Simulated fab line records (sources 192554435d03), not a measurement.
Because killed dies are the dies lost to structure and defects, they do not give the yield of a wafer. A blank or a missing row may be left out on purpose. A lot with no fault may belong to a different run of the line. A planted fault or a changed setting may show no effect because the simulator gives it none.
Split-lot study :: flow n5_finfet :: route with 1938 steps; 7 lots, 21 wafers read

## ON THE SPLIT
At N5_HKMG_FIN_EXPOSE_09 (exposes mask NWFM, target cd 98 nm), the setting dose_mj was moved away from the recipe's 39.25 on 6 of the 21 wafers read, by -6.3% to +5.0%. All remaining wafers had this setting at the recipe value.

## FROM THE SPLIT TO THE READING: what the file shows between them, 2 steps
- N5_HKMG_FIN_PEB_10: peb time 60 s
- N5_HKMG_FIN_DEVELOP_11: develop time 30 s

## THE READING
cd_nm (nm) at N5_HKMG_FIN_CD_MEAS_12, where the cd target is 92.8 nm. Fault-free wafers of this fab line usually give 93.4 nm, standard deviation 0.61 nm.

wafer: L079.3
tool, chamber at the split: arfi_scanner-02, 0
dose_mj as run: 39.25
against the recipe: recipe
cd_nm, nm: 93.8
against lot-mates on the recipe: -

wafer: L079.4
tool, chamber at the split: arfi_scanner-02, 0
dose_mj as run: 39.25
against the recipe: recipe
cd_nm, nm: 93.4
against lot-mates on the recipe: -

wafer: L079.5
tool, chamber at the split: arfi_scanner-02, 0
dose_mj as run: 39.25
against the recipe: recipe
cd_nm, nm: 93.6
against lot-mates on the recipe: -

wafer: L087.2
tool, chamber at the split: arfi_scanner-02, 0
dose_mj as run: 40.6
against the recipe: +3.4%
cd_nm, nm: 95.3
against lot-mates on the recipe: +1.8

wafer: L087.4
tool, chamber at the split: arfi_scanner-02, 0
dose_mj as run: 39.25
against the recipe: recipe
cd_nm, nm: 93.9
against lot-mates on the recipe: -

wafer: L087.5
tool, chamber at the split: arfi_scanner-02, 0
dose_mj as run: 39.25
against the recipe: recipe
cd_nm, nm: 93.1
against lot-mates on the recipe: -

wafer: L089.2
tool, chamber at the split: arfi_scanner-02, 0
dose_mj as run: 37.83
against the recipe: -3.6%
cd_nm, nm: 91.9
against lot-mates on the recipe: -2.5

wafer: L089.5
tool, chamber at the split: arfi_scanner-02, 0
dose_mj as run: 37.83
against the recipe: -3.6%
cd_nm, nm: 90.8
against lot-mates on the recipe: -3.6

wafer: L089.6
tool, chamber at the split: arfi_scanner-02, 0
dose_mj as run: 39.25
against the recipe: recipe
cd_nm, nm: 94.4
against lot-mates on the recipe: -

wafer: L091.1
tool, chamber at the split: arfi_scanner-01, 0
dose_mj as run: 39.25
against the recipe: recipe
cd_nm, nm: 93.3
against lot-mates on the recipe: -

wafer: L091.4
tool, chamber at the split: arfi_scanner-01, 0
dose_mj as run: 39.25
against the recipe: recipe
cd_nm, nm: 93.8
against lot-mates on the recipe: -

wafer: L091.6
tool, chamber at the split: arfi_scanner-01, 0
dose_mj as run: 41.22
against the recipe: +5.0%
cd_nm, nm: 96.0
against lot-mates on the recipe: +2.5

wafer: L093.2
tool, chamber at the split: arfi_scanner-01, 0
dose_mj as run: 39.25
against the recipe: recipe
cd_nm, nm: 92.4
against lot-mates on the recipe: -

wafer: L093.5
tool, chamber at the split: arfi_scanner-01, 0
dose_mj as run: 36.76
against the recipe: -6.3%
cd_nm, nm: 89.0
against lot-mates on the recipe: -3.4

wafer: L093.6
tool, chamber at the split: arfi_scanner-01, 0
dose_mj as run: 36.76
against the recipe: -6.3%
cd_nm, nm: 88.5
against lot-mates on the recipe: -3.9

wafer: L094.3
tool, chamber at the split: arfi_scanner-02, 0
dose_mj as run: 39.25
against the recipe: recipe
cd_nm, nm: 94.3
against lot-mates on the recipe: -

wafer: L094.4
tool, chamber at the split: arfi_scanner-02, 0
dose_mj as run: 39.25
against the recipe: recipe
cd_nm, nm: 93.3
against lot-mates on the recipe: -

wafer: L094.5
tool, chamber at the split: arfi_scanner-02, 0
dose_mj as run: 39.25
against the recipe: recipe
cd_nm, nm: 93.3
against lot-mates on the recipe: -

wafer: L097.1
tool, chamber at the split: arfi_scanner-03, 0
dose_mj as run: 39.25
against the recipe: recipe
cd_nm, nm: 93.4
against lot-mates on the recipe: -

wafer: L097.3
tool, chamber at the split: arfi_scanner-03, 0
dose_mj as run: 39.25
against the recipe: recipe
cd_nm, nm: 92.8
against lot-mates on the recipe: -

wafer: L097.5
tool, chamber at the split: arfi_scanner-03, 0
dose_mj as run: 39.25
against the recipe: recipe
cd_nm, nm: 93.6
against lot-mates on the recipe: -

FIT RESULTS
A straight line over all 21 wafers: cd_nm changes by +0.65 nm for each +1% of dose_mj; r = +0.95; the points scatter about the line by 0.56 nm.
The same after taking each lot's own level away (the mean of its wafers on the recipe; 21 wafers): +0.596 nm for each +1%; r = +0.96; scatter 0.46 nm.
Per that fit: largest dose_mj move, reading shift of 3.8 nm.
The span of the lots' own levels, 92.40 to 94.40 nm, comes to 3.3 times the standard deviation stated above.
The two slopes agree, so the slope changes little with the lot-to-lot level.
Check: -4.09 nm against its lot-mates is what the line predicts for one of the wafers moved furthest among these (-6.3%) when that wafer is left out of the fit. It came out at -3.4 nm against them.

## FURTHER SPLITS ON THESE WAFERS
Other splits were also applied to these wafers ahead of the reading. Each is held against what the fit with the lots' levels taken away leaves over:
other split on the same wafers: N5_SD_EPI_N_PRECLEAN_49 time_s
wafers away from the commonest value: 6
r with cd_nm (lot level and that fit taken away): +0.18

other split on the same wafers: N5_ILD0_ALD_15 ald_cycles
wafers away from the commonest value: 6
r with cd_nm (lot level and that fit taken away): -0.34

other split on the same wafers: N5_SDB_HM_DEP_00 time_s
wafers away from the commonest value: 5
r with cd_nm (lot level and that fit taken away): -0.50

other split on the same wafers: N5_HKMG_FIN_ETCH_55 time_s
wafers away from the commonest value: 8
r with cd_nm (lot level and that fit taken away): +0.14

other split on the same wafers: N5_HKMG_FIN_CVD_62 temp_c
wafers away from the commonest value: 3
r with cd_nm (lot level and that fit taken away): +0.07

## THE WHOLE CHAIN: every reading that the file lists as answering this split, in the file's order
step: N5_HKMG_FIN_CD_MEAS_12
what it does: target cd 92.8 nm
reading: cd_nm
change (the file's fit): +0.592 nm for each +1% of the setting
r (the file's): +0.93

step: N5_HKMG_FIN_DESCUM_17
what it does: chemistry O2, time 7.9 s
reading: HKMG_FIN.cd_nm (the simulator's own value, which no gauge read)
change (the file's fit): +0.587 nm for each +1% of the setting
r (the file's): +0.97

## THE FILE'S OWN FIT
cd_nm changes by +0.592 nm for each +1% of dose_mj, r = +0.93.
